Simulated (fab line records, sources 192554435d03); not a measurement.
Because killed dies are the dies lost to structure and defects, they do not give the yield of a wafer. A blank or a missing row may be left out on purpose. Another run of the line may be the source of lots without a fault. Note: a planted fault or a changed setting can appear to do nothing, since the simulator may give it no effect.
Struck lot and sound lot, side by side | flow n5-finfet | 27 steps out of a route of 1938
Sound: the wafers L206.1, L206.5, L206.6. Struck: wafers L218.3, L218.4, L218.6. The cause is given at the end.
At each step with rows: each side's tool, then ch and its chambers, then its first start. Under that, the readings that differ: sound wafers | struck wafers | difference of the means | sigmas: that difference in standard deviations of wafers without a fault.
alike: readings whose means differ by less than 2 such deviations, and words and numbers that are the same on both sides. not compared: withheld readings, readings that some wafer has no value for, bounds like >300 that may hide the same value, and numbers for which the record gives no deviation and whose values overlap.
Wherever a step has rows on one side only, a row that says differs or no value, or a row with sigmas, the two part there. Numbers that don't overlap but have no deviation are shown without sigmas and don't part them. Lack of a reading on every wafer of one side parts them only where that side has two or more wafers.

first, 1 step without rows for these wafers: N5_DUMMY_GATE_SRD_01 (time 30 s).
N5_DUMMY_GATE_ALD_02: deposits SiO2, target thk 2 nm, pulse time 1 s.
  sound on ald-sin-02 ch 1,2, day 3 03:07; struck on ald-sin-03 ch 0,2,3, day 6 01:05
  alike: chamber-pressure-Torr, heater-power-w, precursor-pulse-height-rel
then, 3 steps without rows for these wafers: N5_DUMMY_GATE_CVD_03 (deposits a-Si from SiH4, target thk 150 nm, time 8042 s); N5_DUMMY_GATE_PRECLEAN_46 (cleans in DIW, time 89.5 s); N5_DUMMY_GATE_SRD_47 (dry time 32 s).
N5_DUMMY_GATE_CMP_04: polishes a-Si.
  sound on cmp-02 ch 2,3, day 3 06:57; struck on cmp-02 ch 0,1,2, day 6 06:47
  alike: motor-current-A, retaining-ring-pressure-frac, time-to-endpoint-s
N5_DUMMY_GATE_THK_MEAS_05:
  struck on film-metro-02, day 6 07:02; sound on film-metro-01, day 3 07:11
  alike: thk-nm
then, 5 steps without rows for these wafers: N5_DUMMY_GATE_HM_DEP_06 (deposits SiNx from DCS/NH3, target thk 80 nm, time 5141 s); N5_DUMMY_GATE_PECVD_30 (deposits SiO2 from TEOS/O2, target thk 55 nm, time 10.8 s); N5_DUMMY_GATE_COAT_34 (time 60 s, resist thk 60 nm); N5_DUMMY_GATE_COAT_35 (time 60 s, resist thk 10 nm); N5_DUMMY_GATE_COAT_28 (time 60 s, resist thk 10 nm).
N5_DUMMY_GATE_COAT_09: resist thk 30 nm.
  sound on litho-track-01 ch 0, day 3 11:13; struck on litho-track-04 ch 0, day 6 11:05
  reading                                         | sound                | struck               | difference | sigmas
  spin-speed-rpm (rpm)                            | 1501.8 1499.2 1499.3 | 1337.4 1336.2 1337.5 | -163.1     | -99 or more
  model.CAR-EUV_of_DUMMY_GATE_COAT_09.thk-nm (nm) | 30.2 30.2 30         | 31.6 31.6 31.6       | +1.5       |
then, 5 steps without rows for these wafers: N5_DUMMY_GATE_EBR_11; N5_DUMMY_GATE_SOFTBAKE_10 (time 60 s); N5_DUMMY_GATE_EXPOSE_12 (exposes mask GATE, target cd 25 nm); N5_DUMMY_GATE_PEB_13 (peb time 60 s); N5_DUMMY_GATE_DEVELOP_14 (develop time 30 s).
N5_DUMMY_GATE_CD_MEAS_15: target cd 25.8 nm.
  sound on cd-sem-03 ch 0, day 3 11:29; struck on cd-sem-02 ch 0, day 6 11:28
  alike: cd-nm
N5_DUMMY_GATE_OVL_MEAS_16:
  sound on overlay-02 ch 0, day 3 11:31; struck on overlay-01 ch 0, day 6 11:31
  reading       | sound         | struck         | difference | sigmas
  GATE_OVL (nm) | -0.1 -0.6 1.2 | -1.0 -1.5 -1.5 | -1.5       | -2
N5_DUMMY_GATE_INSPECT_17: inspects for defects (brightfield).
  struck on defect-inspect-02, day 6 11:34; sound on defect-inspect-01, day 3 11:35
  alike: raw-defect-count
N5_DUMMY_GATE_DESCUM_20: chemistry O2, time 6.2 s.
  sound on rie-diel-04 ch 0,3, day 3 11:37; struck on rie-diel-06 ch 1,2,3, day 6 11:44
  alike: drypump-motor-current-A, oes-product-au, rf-fwd-power-W, rf-vpp-V, showerhead-plenum-p-Torr, throttle-valve-pct
  not compared: rf-hours-counter-h
N5_DUMMY_GATE_ETCH_29: etches underlayer in N2/H2, target depth 13 nm.
  sound on rie-diel-04 ch 0,3, day 3 11:41; struck on rie-diel-06 ch 1,2,3, day 6 11:47
  alike: drypump-motor-current-A, h2-flow-sccm, oes-product-au, rf-fwd-power-W, rf-vpp-V, showerhead-plenum-p-Torr, throttle-valve-pct
  not compared: rf-hours-counter-h
N5_DUMMY_GATE_ETCH_36: etches SiARC in CF4, target depth 13 nm.
  sound on rie-diel-04 ch 0,3, day 3 11:43; struck on rie-diel-06 ch 1,2,3, day 6 11:50
  reading                                         | sound          | struck         | difference | sigmas
  model.CAR-EUV_of_DUMMY_GATE_COAT_09.thk-nm (nm) | 11.6 12.2 11.6 | 12.8 12.6 12.8 | +0.9       |
  alike: drypump-motor-current-A, oes-product-au, rf-fwd-power-W, rf-vpp-V, showerhead-plenum-p-Torr, throttle-valve-pct
  not compared: rf-hours-counter-h
N5_DUMMY_GATE_ETCH_37: etches SOC in N2/H2, target depth 60 nm, overetch 30 nm.
  sound on rie-diel-04 ch 0,3, day 3 11:46; struck on rie-diel-06 ch 1,2,3, day 6 11:52
  alike: drypump-motor-current-A, h2-flow-sccm, oes-product-au, rf-fwd-power-W, rf-vpp-V, showerhead-plenum-p-Torr, throttle-valve-pct
  not compared: rf-hours-counter-h
-- record jumps: 6 days separate the struck wafers' starts on either side; left off in module DUMMY_GATE, taken up again in module BEOL_M4, whose first shown step is the route's number 1111 --
N5_BEOL_M4_RC_MEAS_101:
  sound on prober-02 ch 0, day 8 05:14; struck on prober-01 ch 0, day 12 17:08
  alike: DIBL_N, DIBL_P, IOFF_N, IOFF_P, ION_N, ION_P, SS_N, SS_P, VT_N, VT_P
-- record jumps: 4 days separate the struck wafers' starts on either side; left off in module BEOL_M4, taken up again in module PASSIVATION, whose first shown step is the route's number 1936 --
N5_PASSIVATION_PROBE_49:
  record: rows for the struck wafers here (prober-01, day 17 02:46), none for the sound ones

## WHERE THEY PART
Last at N5_PASSIVATION_PROBE_49 as far as this record goes, first at N5_DUMMY_GATE_COAT_09.

WHY: what the simulator had put in
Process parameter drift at N5_DUMMY_GATE_COAT_09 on litho-track-04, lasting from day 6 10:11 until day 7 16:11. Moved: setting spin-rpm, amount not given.
